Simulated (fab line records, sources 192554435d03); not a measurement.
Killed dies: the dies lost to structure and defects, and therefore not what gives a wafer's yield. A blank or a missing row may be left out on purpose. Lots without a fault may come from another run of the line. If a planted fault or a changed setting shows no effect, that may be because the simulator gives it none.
Which tool did it? ; flow n5Finfet ; Sampling: 9 lots, 27 wafers, 6 of 1938 route steps

== WHAT THE GAUGES READ, wafer by wafer ==
N5_BEOL_M2_INSPECT_13: inspects for defects (brightfield).
lot;measured;on;rawDefectCount
L177;day 7 11:06;defectInspect-01;407 307 334
L186;day 8 22:52;defectInspect-02;465 374 423
L190;day 10 03:09;defectInspect-02;624 491 481
L192;day 10 10:17;defectInspect-01;397 303 306
L193;day 10 20:11;defectInspect-01;389 329 357
L194;day 11 01:46;defectInspect-01;531 439 497
L197;day 11 16:03;defectInspect-01;372 396 378
L196;day 11 16:13;defectInspect-02;313 338 314
L198;day 12 00:17;defectInspect-02;391 342 602

N5_BEOL_M2_OVL_MEAS_29.
lot;measured;on;V1_OVL (nm)
L177;day 7 12:13;overlay-02;-0.1 -0.9 -0.2
L186;day 8 23:49;overlay-02;0.8 0.9 0.9
L190;day 10 04:53;overlay-01;-0.6 -1.0 0.0
L192;day 10 11:23;overlay-02;8.3 8.4 8.9
L193;day 10 21:10;overlay-02;8.2 8.0 8.1
L194;day 11 02:35;overlay-01;8.2 7.8 7.8
L197;day 11 16:54;overlay-02;-0.2 0.7 -0.8
L196;day 11 17:02;overlay-02;0.1 -0.9 -0.6
L198;day 12 01:07;overlay-02;0.2 0.0 0.6

N5_BEOL_M4_RC_MEAS_101.
lot;measured;on;DIBL_N (mV/V);DIBL_P (mV/V);IOFF_N (nA/um);IOFF_P (nA/um);ION_N (uA/um);ION_P (uA/um);SS_N (mV/dec);SS_P (mV/dec);VT_N (mV);VT_P (mV)
L177;day 8 23:19;prober-02;37.5 39.7 38.2;37.7 40.1 38.4;0.16 0.20 0.17;0.22 0.25 0.23;672 676 673;459 464 461;71.8 72.6 72.1;74.5 74.9 74.8;248 248 250;-247.8 -246.5 -249.2
L186;day 10 13:52;prober-01;34.3 33.8 31.9;35.4 33.2 32.0;0.13 0.11 0.10;0.20 0.16 0.16;664 630 658;462 439 459;71.3 72.2 71.1;72.5 72.7 72.3;253 259 255;-249.4 -255.7 -251.8
L190;day 11 17:46;prober-02;38.6 36.4 38.8;38.0 35.2 38.0;0.19 0.14 0.18;0.24 0.18 0.23;666 649 664;449 452 457;72.4 72.4 72.6;73.0 72.6 73.2;248 254 253;-249.1 -252.1 -249.6
L192;day 11 22:42;prober-02;37.0 37.3 39.1;35.9 34.9 38.0;0.15 0.14 0.19;0.20 0.19 0.25;671 645 681;459 444 464;72.1 71.8 71.4;73.0 72.9 73.8;251 253 249;-251.3 -251.0 -246.2
L193;day 12 16:20;prober-01;36.3 36.5 36.8;34.2 35.2 35.0;0.15 0.15 0.15;0.18 0.19 0.19;670 683 663;454 465 453;71.7 71.3 72.0;73.4 73.0 73.7;251 248 254;-254.5 -249.9 -252.3
L194;day 12 10:17;prober-02;35.3 35.1 36.7;33.9 33.6 35.6;0.13 0.13 0.15;0.20 0.19 0.23;667 671 679;463 464 470;70.7 70.4 71.5;72.7 72.4 73.3;253 252 249;-247.5 -250.6 -247.3
L197;day 13 09:34;prober-01;39.5 36.8 34.2;41.0 37.8 34.2;0.23 0.18 0.12;0.29 0.24 0.17;697 688 664;475 464 459;71.6 71.4 71.0;74.7 73.5 72.8;243 246 254;-246.4 -246.8 -250.7
L196;day 13 10:04;prober-02;36.7 38.1 38.2;36.8 38.8 38.9;0.15 0.17 0.17;0.20 0.22 0.23;670 671 678;454 458 458;71.4 71.5 72.2;73.5 73.9 73.0;253 248 249;-255.1 -251.8 -251.8
L198;day 13 21:25;prober-01;38.1 37.5 37.7;41.2 39.5 39.4;0.24 0.21 0.21;0.30 0.26 0.26;691 684 661;474 467 449;72.1 71.8 72.3;73.9 74.3 74.0;243 248 247;-243.0 -246.6 -245.4

== TOOL THAT RAN EACH LOT (tool first, then ch and the chambers of the sampled wafers, then the start) ==
lot;N5_BEOL_M2_EXPOSE_25;N5_BEOL_M2_DESCUM_33;N5_BEOL_M2_ETCH_69
L177;euvScanner-01 ch 0, day 7 12:03;rieDiel-05 ch 0,2,3, day 7 12:19;rieDiel-05 ch 0,2,3, day 7 12:22
L186;euvScanner-02 ch 0, day 8 23:38;rieDiel-01 ch 1,2, day 8 23:54;rieDiel-01 ch 1,2, day 8 23:58
L190;euvScanner-02 ch 0, day 10 04:43;rieDiel-06 ch 0,2,3, day 10 05:30;rieDiel-06 ch 0,2,3, day 10 05:33
L192;euvScanner-02 ch 0, day 10 11:12;rieDiel-01 ch 0,2,3, day 10 11:28;rieDiel-01 ch 0,2,3, day 10 11:31
L193;euvScanner-02 ch 0, day 10 20:59;rieDiel-06 ch 1,3, day 10 21:15;rieDiel-06 ch 1,3, day 10 21:18
L194;euvScanner-02 ch 0, day 11 02:25;rieDiel-06 ch 0,3, day 11 02:41;rieDiel-06 ch 0,3, day 11 02:44
L197;euvScanner-01 ch 0, day 11 16:44;rieDiel-01 ch 0,2,3, day 11 16:59;rieDiel-01 ch 0,2,3, day 11 17:03
L196;euvScanner-01 ch 0, day 11 16:52;rieDiel-05 ch 0,1,3, day 11 17:07;rieDiel-05 ch 0,1,3, day 11 17:10
L198;euvScanner-01 ch 0, day 12 00:57;rieDiel-06 ch 1,2,3, day 12 01:13;rieDiel-06 ch 1,2,3, day 12 01:16
- N5_BEOL_M2_EXPOSE_25: exposes mask V1, defocus 5 nm.
- N5_BEOL_M2_DESCUM_33: chemistry O2, time 7 s.
- N5_BEOL_M2_ETCH_69: etches SiARC in CF4, target depth 15.6 nm, time 26 s.

== AS READ BY THE TOOLS THEMSELVES (means over the sampled wafers that have a number; for cases with no such wafer, the mark the record gives instead) ==
N5_BEOL_M2_DESCUM_33.
lot;tool;drypumpMotorCurrentA (A);oesProductAu (a.u.);rfVppV (V);showerheadPlenumPTorr (Torr);tempC (C);throttleValvePct (%)
L177;rieDiel-05;5.9;0.72;242.2;2.09;40.04;20.52
L186;rieDiel-01;6.2;0.75;243.8;2.10;39.97;20.53
L190;rieDiel-06;5.5;0.76;241.4;2.01;40.04;20.36
L192;rieDiel-01;6.3;0.88;244.1;2.15;40.24;20.14
L193;rieDiel-06;5.1;0.81;242.7;2.05;40.06;20.27
L194;rieDiel-06;5.9;0.72;241.7;2.01;39.88;20.59
L197;rieDiel-01;6.3;0.86;244.0;2.15;40.05;20.16
L196;rieDiel-05;6.0;0.72;241.9;2.05;40.05;20.62
L198;rieDiel-06;5.3;0.81;243.6;2.05;40.07;20.21

N5_BEOL_M2_ETCH_69.
lot;tool;drypumpMotorCurrentA (A);etchRfOnTimeS (s);mfcArSccm (sccm);oesProductAu (a.u.);rfVppV (V);showerheadPlenumPTorr (Torr);throttleValvePct (%)
L177;rieDiel-05;5.9;26.3;99.8;0.62;183.8;2.13;15.69
L186;rieDiel-01;6.2;26.0;100.2;0.63;183.6;2.13;15.67
L190;rieDiel-06;5.5;26.0;99.9;0.65;183.5;2.06;15.55
L192;rieDiel-01;6.3;25.4;100.0;0.77;184.7;2.19;15.31
L193;rieDiel-06;5.1;26.0;99.8;0.69;183.2;2.09;15.41
L194;rieDiel-06;5.9;26.1;99.9;0.63;181.5;2.05;15.73
L197;rieDiel-01;6.3;25.2;99.8;0.74;184.2;2.19;15.34
L196;rieDiel-05;6.0;26.3;100.2;0.62;183.1;2.10;15.78
L198;rieDiel-06;5.3;26.1;99.9;0.70;183.5;2.09;15.36

== THE ANSWER, worked out from the rows above alone ==
Rule: usual is defined by the lots themselves. The widest of any qualifying gaps counts: lots, ordered by their means at a reading, are off when they make up no more than a third of the lots, leave a main group of 4 or more, and stand apart from it by 3 or more times the standard deviation of that group's means. A main group is skipped when, at the precision printed for the reading in the tables above, its means are all equal. A lot without any number at a reading at which 4 lots or more have one is off too. The other lots that the step has rows for count as sound. After the gauges, taken in route order, come the tools' own readings; for these a lot's mean is taken, as printed above. At the first step where some lot is off, the reading lying furthest off is the one used; lots without a number count as furthest.
Off: L192, L193, L194, at N5_BEOL_M2_OVL_MEAS_29 (V1_OVL). The main group has a mean of -0.1 nm with a standard deviation of 0.5.
A tool fits if, at a process step before that reading, it ran every lot that is off, and no sound lot after the first of them. The gauges at N5_BEOL_M2_OVL_MEAS_29 are tried like those tools. One candidate fits, namely euvScanner-02 at N5_BEOL_M2_EXPOSE_25. A fault onset in the window from L190 (day 10 04:43, its last sound lot) to L192 (day 10 11:12, its first lot off) fits.

== WHAT WAS PUT IN BY THE SIMULATOR ==
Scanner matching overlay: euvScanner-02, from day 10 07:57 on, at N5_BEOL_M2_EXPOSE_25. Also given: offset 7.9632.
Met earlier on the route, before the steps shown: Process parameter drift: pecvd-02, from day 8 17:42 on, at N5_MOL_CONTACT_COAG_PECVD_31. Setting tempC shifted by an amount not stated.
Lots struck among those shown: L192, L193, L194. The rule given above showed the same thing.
